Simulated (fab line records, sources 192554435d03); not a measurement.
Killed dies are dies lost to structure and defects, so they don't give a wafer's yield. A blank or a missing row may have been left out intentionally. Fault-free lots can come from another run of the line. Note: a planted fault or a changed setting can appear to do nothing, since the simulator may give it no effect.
fab line records	flow n5-finfet
[record] lots = 11	wafers = 33	last-day = 18
route steps=1938 shown BEOL_M11@1591 BEOL_M12@1608 PASSIVATION@1936
lots untouched by any fault: they come from a run of this same line in which no faults occurred
start-h: hours from the record's opening day to when the first of the lot's shown wafers began	wait-h: hours from the lot's prior step to this one	" unchanged from the row above	L1.1+2: a single row standing in for several wafers	- value missing, or start not given	* or withheld: withheld	< > ~ a bound
route shown NAME@n: NAME is a module with steps in the file, n the number in the route of the first one	usual: mean/standard deviation taken from wafers without a fault	same: alike in all rows	chamber/n: place in a boat	sites: per-site readings	_std_site: standard deviation across them	_edge_site: outer sites' mean less inner sites'	radius-mm: how far each site lies from the wafer's centre	mask NAME#n: copy n	behind: the most recent tool/chamber to have shaped the wafer	hold: what put the lot on hold/how long, in hours/how the hold closed	device: transistor that didn't switch, given as n, p or np	end of line: at the end of the route, the tests of the same wafers	a step given without rows: its recipe and nothing more	killed: the dies lost at the first sort to structure and to defects; this is not the yield of the wafer	map: shows each die of a wafer: x if killed, . if not, _ if none is there
set.NAME: the setting that was run; set.NAME@STEP: the one run at that earlier step	model.NAME: the simulator's own value behind a step, which no gauge read
the route's steps for a sample of lots (tables are steps, rows are wafers)
services: from which hour (start-h, from the record's first day; less than 0 if before it) a tool's chamber was out of use, for how many hours, and why
[[steps]]
[step N5_BEOL_M11_SURFACE_TREAT_76]
[recipe] gas = Ar	time-s = *	ion-energy-ev = *	ion-current-ma-cm2 = 0.5	pressure-mtorr = *	ar-flow-sccm = 30
[usual] throttle-valve-pct = *
lot.wafer	tool	chamber	start-h	wait-h	throttle-valve-pct
L753.1	pvd-sputter-02	-	263.27	0.4	*
L753.3	"	-	"	"	*
L753.5	"	-	"	"	*
L752.2	pvd-sputter-02	-	263.39	0.4	*
L752.3	"	-	"	"	*
L752.5	"	-	"	"	*
L756.1	pvd-sputter-01	-	272.88	1.8	*
L756.3	"	-	"	"	*
L756.5	"	-	"	"	*
L757.2	pvd-sputter-03	-	273.43	0.3	*
L757.4	"	-	"	"	*
L757.6	"	-	"	"	*
L759.2	pvd-sputter-01	-	290.46	0.3	*
L759.4	"	-	"	"	*
L759.6	"	-	"	"	*
L760.1	pvd-sputter-03	-	291.46	0.4	*
L760.4	"	-	"	"	*
L760.6	"	-	"	"	*
L761.2	pvd-sputter-01	-	304.96	0.3	*
L761.3	"	-	"	"	*
L761.6	"	-	"	"	*
L762.2	pvd-sputter-03	-	311.66	0.2	*
L762.5	"	-	"	"	*
L762.6	"	-	"	"	*
L763.1	pvd-sputter-02	-	319.15	1.1	*
L763.2	"	-	"	"	*
L763.6	"	-	"	"	*
L764.4	pvd-sputter-03	-	323.69	0.2	*
L764.5	"	-	"	"	*
L764.6	"	-	"	"	*
L773.2	pvd-sputter-03	-	386.55	0.2	*
L773.4	"	-	"	"	*
L773.5	"	-	"	"	*
[step N5_BEOL_M11_SPUTTER_48]
[recipe] material = Cu	target-thk-a = 120	temp-c = -20	bias-v = 60	power-w = 26000	chamber-pressure-pa = 0.13	time-s = 2
[usual] chuck-gas-flow-sccm = 1.26/0.045	chuck-sensor-temp-C = -16.3/0.32	throttle-valve-pct = 30.2/1.4
lot.wafer	tool	chamber	start-h	wait-h	chuck-gas-flow-sccm	chuck-sensor-temp-C	throttle-valve-pct
L753.1	pvd-sputter-02	-	264.05	0.7	1.25	-15.8	28.6
L753.3	"	-	"	"	1.15	-15.9	31.1
L753.5	"	-	"	"	1.21	-15.8	28.8
L752.2	pvd-sputter-02	-	264.13	0.6	1.26	-15.9	31.1
L752.3	"	-	"	"	1.32	-16.7	28.3
L752.5	"	-	"	"	1.27	-15.9	28.6
L756.1	pvd-sputter-03	-	273.09	0.1	1.19	-16.2	30.5
L756.3	"	-	"	"	1.24	-16.2	29.3
L756.5	"	-	"	"	1.20	-16.7	29.9
L757.2	pvd-sputter-03	-	273.67	0.1	1.30	-16.2	29.1
L757.4	"	-	"	"	1.23	-16.3	31.2
L757.6	"	-	"	"	1.27	-16.4	31.1
L759.2	pvd-sputter-02	-	290.65	0.1	1.26	-16.4	32.9
L759.4	"	-	"	"	1.29	-16.8	28.0
L759.6	"	-	"	"	1.25	-15.7	28.8
L760.1	pvd-sputter-03	-	291.72	0.2	1.26	-16.7	30.2
L760.4	"	-	"	"	1.25	-16.4	30.4
L760.6	"	-	"	"	1.27	-16.1	29.4
L761.2	pvd-sputter-02	-	305.19	0.1	1.32	-16.7	28.3
L761.3	"	-	"	"	1.25	-15.8	28.7
L761.6	"	-	"	"	1.20	-15.9	28.5
L762.2	pvd-sputter-02	-	312.07	0.2	1.30	-16.0	30.9
L762.5	"	-	"	"	1.29	-16.8	28.2
L762.6	"	-	"	"	1.27	-16.0	31.2
L763.1	pvd-sputter-02	-	319.51	0.2	1.23	-15.8	28.8
L763.2	"	-	"	"	1.26	-15.9	30.9
L763.6	"	-	"	"	1.24	-16.2	32.7
L764.4	pvd-sputter-03	-	324.03	0.1	1.23	-16.4	30.4
L764.5	"	-	"	"	1.31	-16.4	30.8
L764.6	"	-	"	"	1.25	-16.4	30.3
L773.2	pvd-sputter-02	-	386.82	0.1	1.18	-16.4	32.6
L773.4	"	-	"	"	1.37	-16.6	28.4
L773.5	"	-	"	"	1.28	-16.6	28.3
[step N5_BEOL_M12_EXPOSE_07]
[recipe] mask-id = V11	na = 0.93	source-shape = conventional	sigma-outer = 0.6	polarization = unpolarized	attpsm-phase-deg = 180	dose-mj = 32.5
[usual] exposure-dose-mJ-cm2 = 32.49/0.031
[same] na = 0.93
lot.wafer	tool	chamber	start-h	wait-h	mask	exposure-dose-mJ-cm2
L753.1	krf-scanner-02	0	265.45	-	V11#0	32.51
L753.3	"	0	"	"	V11#0	32.55
L753.5	"	0	"	"	V11#0	32.57
L752.2	krf-scanner-02	0	265.51	-	V11#0	32.51
L752.3	"	0	"	"	V11#0	32.53
L752.5	"	0	"	"	V11#0	32.51
L756.1	krf-scanner-02	0	274.67	-	V11#0	32.54
L756.3	"	0	"	"	V11#0	32.51
L756.5	"	0	"	"	V11#0	32.50
L757.2	krf-scanner-01	0	275.07	-	V11#0	32.45
L757.4	"	0	"	"	V11#0	32.50
L757.6	"	0	"	"	V11#0	32.47
L759.2	krf-scanner-01	0	292.58	-	V11#0	32.45
L759.4	"	0	"	"	V11#0	32.49
L759.6	"	0	"	"	V11#0	32.49
L760.1	krf-scanner-02	0	293.11	-	V11#0	32.45
L760.4	"	0	"	"	V11#0	32.46
L760.6	"	0	"	"	V11#0	32.50
L761.2	krf-scanner-01	0	306.84	-	V11#0	32.46
L761.3	"	0	"	"	V11#0	32.49
L761.6	"	0	"	"	V11#0	32.47
L762.2	krf-scanner-01	0	313.35	-	V11#0	32.51
L762.5	"	0	"	"	V11#0	32.45
L762.6	"	0	"	"	V11#0	32.49
L763.1	krf-scanner-01	0	320.78	-	V11#0	32.50
L763.2	"	0	"	"	V11#0	32.51
L763.6	"	0	"	"	V11#0	32.41
L764.4	krf-scanner-02	0	325.44	-	V11#0	32.47
L764.5	"	0	"	"	V11#0	32.47
L764.6	"	0	"	"	V11#0	32.47
L773.2	krf-scanner-02	0	388.10	-	V11#0	32.65
L773.4	"	0	"	"	V11#0	32.69
L773.5	"	0	"	"	V11#0	32.66
[step N5_BEOL_M12_CD_MEAS_10]
[recipe] target-cd-nm = 140	landing-energy-ev = 500	detector = se-inlens	polarity = opening
[usual] cd-nm = 140.1/1.3
lot.wafer	tool	chamber	start-h	wait-h	cd-nm
L753.1	cd-sem-03	0	265.62	-	141.4
L753.3	"	0	"	"	141.6
L753.5	"	0	"	"	141.6
L752.2	cd-sem-03	0	265.67	-	141.2
L752.3	"	0	"	"	141.1
L752.5	"	0	"	"	141.3
L756.1	cd-sem-03	0	274.84	-	139.9
L756.3	"	0	"	"	140.2
L756.5	"	0	"	"	140.2
L757.2	cd-sem-01	0	275.24	-	136.5
L757.4	"	0	"	"	138.1
L757.6	"	0	"	"	139.1
L759.2	cd-sem-01	0	292.74	-	142.2
L759.4	"	0	"	"	142.1
L759.6	"	0	"	"	139.9
L760.1	cd-sem-03	0	293.29	-	143.0
L760.4	"	0	"	"	142.4
L760.6	"	0	"	"	142.3
L761.2	cd-sem-01	0	307.01	-	139.2
L761.3	"	0	"	"	140.5
L761.6	"	0	"	"	140.4
L762.2	cd-sem-02	0	313.52	-	140.8
L762.5	"	0	"	"	141.6
L762.6	"	0	"	"	141.7
L763.1	cd-sem-02	0	320.96	-	137.8
L763.2	"	0	"	"	139.7
L763.6	"	0	"	"	139.3
L764.4	cd-sem-03	0	325.60	-	140.3
L764.5	"	0	"	"	140.9
L764.6	"	0	"	"	140.4
L773.2	cd-sem-02	0	388.27	-	134.0
L773.4	"	0	"	"	134.7
L773.5	"	0	"	"	133.3
[step N5_BEOL_M12_INSPECT_12]
[recipe] mode = adi	inspect-instrument = macro
[usual] raw-defect-count = 2.0/1.5
lot.wafer	tool	chamber	start-h	wait-h	raw-defect-count
L753.1	defect-inspect-02	-	265.68	0.0	2
L753.3	"	-	"	"	2
L753.5	"	-	"	"	4
L752.2	defect-inspect-01	-	265.73	0.0	2
L752.3	"	-	"	"	4
L752.5	"	-	"	"	2
L756.1	defect-inspect-01	-	274.89	0.0	2
L756.3	"	-	"	"	0
L756.5	"	-	"	"	0
L757.2	defect-inspect-02	-	275.29	0.0	1
L757.4	"	-	"	"	4
L757.6	"	-	"	"	0
L759.2	defect-inspect-01	-	292.80	0.0	1
L759.4	"	-	"	"	2
L759.6	"	-	"	"	0
L760.1	defect-inspect-02	-	293.34	0.0	1
L760.4	"	-	"	"	2
L760.6	"	-	"	"	2
L761.2	defect-inspect-01	-	307.06	0.0	1
L761.3	"	-	"	"	2
L761.6	"	-	"	"	1
L762.2	defect-inspect-02	-	313.57	0.0	4
L762.5	"	-	"	"	3
L762.6	"	-	"	"	3
L763.1	defect-inspect-01	-	321.01	0.0	2
L763.2	"	-	"	"	1
L763.6	"	-	"	"	1
L764.4	defect-inspect-02	-	325.66	0.0	3
L764.5	"	-	"	"	3
L764.6	"	-	"	"	1
L773.2	defect-inspect-02	-	388.32	0.0	2
L773.4	"	-	"	"	1
L773.5	"	-	"	"	2
[step N5_PASSIVATION_PROBE_49]
[usual] defect-limited-yield = 91.3/1.4	killed_at_M0_to_M3 = 33/10	killed_at_M4_up = 15/6.1	killed-at-contacts = 12/6.7	killed-at-front-end = 39/11	killed-at-other = 4/3.3	killed-dies = 103/16	killed-open = 68/12	killed-short = 34/7.2	sort_bin_5_function = 5.1/0.88	sort_bin_6_memory = 3.3/0.67	sort-n-pass = 1077/16	sort-yield-pct = 91.3/1.4
[same] gross-dies = 1180	killed-at-back-side = 0	sort_bin_4_leakage[%] = 0	sort_bin_8_speed[%] = 0
lot.wafer	tool	chamber	start-h	wait-h	defect-limited-yield[%]	killed_at_M0_to_M3	killed_at_M4_up	killed-at-contacts	killed-at-front-end	killed-at-other	killed-dies	killed-open	killed-short	sort_bin_5_function[%]	sort_bin_6_memory[%]	sort-n-pass	sort-yield-pct[%]
L756.1	prober-02	-	315.41	0.0	89.2	33	30	9	52	3	127	80	46	5.8	4.5	1053	89.2
L756.3	prober-02	-	315.51	0.1	90.7	34	28	2	43	3	110	73	36	5.6	3.4	1070	90.7
L756.5	prober-02	-	315.61	0.2	93.5	14	16	9	38	0	77	47	27	3.7	2.6	1103	93.5
L759.4	prober-02	-	332.38	0.2	91.1	52	8	16	26	3	105	59	45	5.0	3.5	1075	91.1
L759.6	prober-02	-	332.48	0.3	90.0	60	12	20	21	5	118	79	37	5.8	4.1	1062	90.0
L760.1	prober-02	-	335.46	0.0	92.9	30	15	4	27	8	84	56	28	4.1	2.5	1096	92.9
L760.4	prober-02	-	335.61	0.2	91.8	35	15	9	34	4	97	58	39	4.8	3.3	1083	91.8
L760.6	prober-02	-	335.71	0.3	93.1	41	10	2	25	4	82	50	30	4.3	2.2	1098	93.1
L761.3	prober-02	-	342.78	0.1	89.7	23	22	25	43	9	122	86	36	6.1	4.0	1058	89.7
// killed by level:class
L756.1 STI_FIN_REVEAL:geometric-particle:open=18 BEOL_M4:geometric-particle:open=14 ILD0:geometric-particle:short=9 FIN_SAQP:geometric-particle:short=8 BEOL_M0_SAQP:geometric-particle:open=8 BEOL_M1:geometric-particle:open=7 MOL_CONTACT_COAG:geometric-particle:open=6 STI_FIN_REVEAL:geometric-particle:short=5
L756.3 BEOL_M4:geometric-particle:open=18 FIN_SAQP:geometric-particle:short=10 BEOL_M3:geometric-particle:open=9 STI_FIN_REVEAL:geometric-particle:open=8 ILD0:geometric-particle:short=6 BEOL_M1:geometric-particle:open=6 BEOL_M0_SAQP:geometric-particle:open=5 BEOL_M4:geometric-particle:short=5
L756.5 STI_FIN_REVEAL:geometric-particle:open=9 MOL_CONTACT_COAG:geometric-particle:open=9 FIN_SAQP:geometric-particle:short=5 BEOL_M4:geometric-particle:open=5 DUMMY_GATE:geometric-particle:open=4 GATE_CUT:geometric-particle:short=4 BEOL_M4:geometric-particle:short=4 ILD0:geometric-particle:short=3
L759.4 BEOL_M0_SAQP:geometric-particle:open=15 BEOL_M0_SAQP:geometric-particle:short=14 BEOL_M3:geometric-particle:open=10 MOL_CONTACT_COAG:geometric-particle:open=9 MOL_CONTACT_COAG:geometric-particle:short=7 FIN_SAQP:geometric-particle:short=5 DUMMY_GATE:geometric-particle:open=5 STARTING-WAFER:geometric-particle:short=5
L759.6 BEOL_M0_SAQP:geometric-particle:short=18 MOL_CONTACT_COAG:geometric-particle:open=17 BEOL_M0_SAQP:geometric-particle:open=17 BEOL_M3:geometric-particle:open=9 BEOL_M0:geometric-particle:open=8 DUMMY_GATE:geometric-particle:open=5 STI_FIN_REVEAL:geometric-particle:open=4 BEOL_M4:geometric-particle:open=4
L760.1 BEOL_M1:geometric-particle:open=8 BEOL_M2:geometric-particle:open=8 GATE_CUT:geometric-particle:short=6 GATE_CUT:geometric-particle:open=4 BEOL_M0_SAQP:geometric-particle:open=4 BEOL_M5:geometric-particle:open=4 BEOL_M7:geometric-particle:open=4 MIM_TOP_ETCH:geometric-particle:open=4
L760.4 FIN_SAQP:geometric-particle:open=11 BEOL_M0_SAQP:geometric-particle:short=10 BEOL_M2:geometric-particle:open=8 BEOL_M4:geometric-particle:open=7 BEOL_M0_SAQP:geometric-particle:open=6 MOL_CONTACT_COAG:geometric-particle:short=5 FIN_SAQP:geometric-particle:short=4 GATE_CUT:geometric-particle:open=4
L760.6 BEOL_M3:geometric-particle:open=11 BEOL_M0_SAQP:geometric-particle:open=9 BEOL_M0_SAQP:geometric-particle:short=9 FIN_SAQP:geometric-particle:open=6 BEOL_M2:geometric-particle:open=4 FIN_SAQP:geometric-particle:short=3 GATE_CUT:geometric-particle:open=3 BEOL_M11:geometric-particle:open=3
L761.3 MOL_CONTACT_COAG:geometric-particle:open=21 FIN_SAQP:geometric-particle:open=16 BEOL_M4:geometric-particle:open=11 FIN_SAQP:geometric-particle:short=10 BEOL_M3:geometric-particle:open=6 BEOL_M0_SAQP:geometric-particle:open=5 BEOL_M2:geometric-particle:open=5 MOL_CONTACT_COAG:geometric-particle:short=4
[[services]]
tool	chamber	start-h	hours	kind
krf-scanner-01	0	244.48	-	calibration
krf-scanner-02	-	244.62	1.3	pm
krf-scanner-01	-	252.97	0.9	repair
krf-scanner-01	-	269.73	1.3	pm
pvd-sputter-02	-	281.56	1.6	repair
krf-scanner-02	-	283.41	3.6	pm
krf-scanner-02	-	303.76	0.8	pm
krf-scanner-02	-	305.23	0.8	repair
krf-scanner-02	-	312.60	1.0	pm
krf-scanner-01	-	328.12	1.0	pm
krf-scanner-02	0	372.95	-	calibration
[[key]]
[first-sign] step = N5_BEOL_M12_EXPOSE_07	reading = exposure-dose-mJ-cm2	direction = up	sigmas = 5.7	usual = 32.49	struck = 32.67
[effect] step = N5_BEOL_M12_CD_MEAS_10	reading = cd-nm	direction = down	sigmas = 4.6	usual = 140.1	struck = 134.0	through = control-loop
met-at N5_BEOL_M12_EXPOSE_07
struck-lots L773
[loop-trim] step = N5_BEOL_M12_EXPOSE_07	setting = dose	lots = L773
not-acting-at N5_BEOL_M11_SURFACE_TREAT_76,N5_BEOL_M11_SPUTTER_48,N5_BEOL_M12_INSPECT_12
onset-between 325.44 388.10
[fault] kind = process-parameter-drift	tool = krf-scanner-02	chamber = -	onset-h = 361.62	steps = N5_BEOL_M12_EXPOSE_07	channel = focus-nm	offset = 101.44	spread-by-wafer = 0.3	shape = step	end-h = 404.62
// loop-trim: a control loop set the setting to another value than it would have without faults
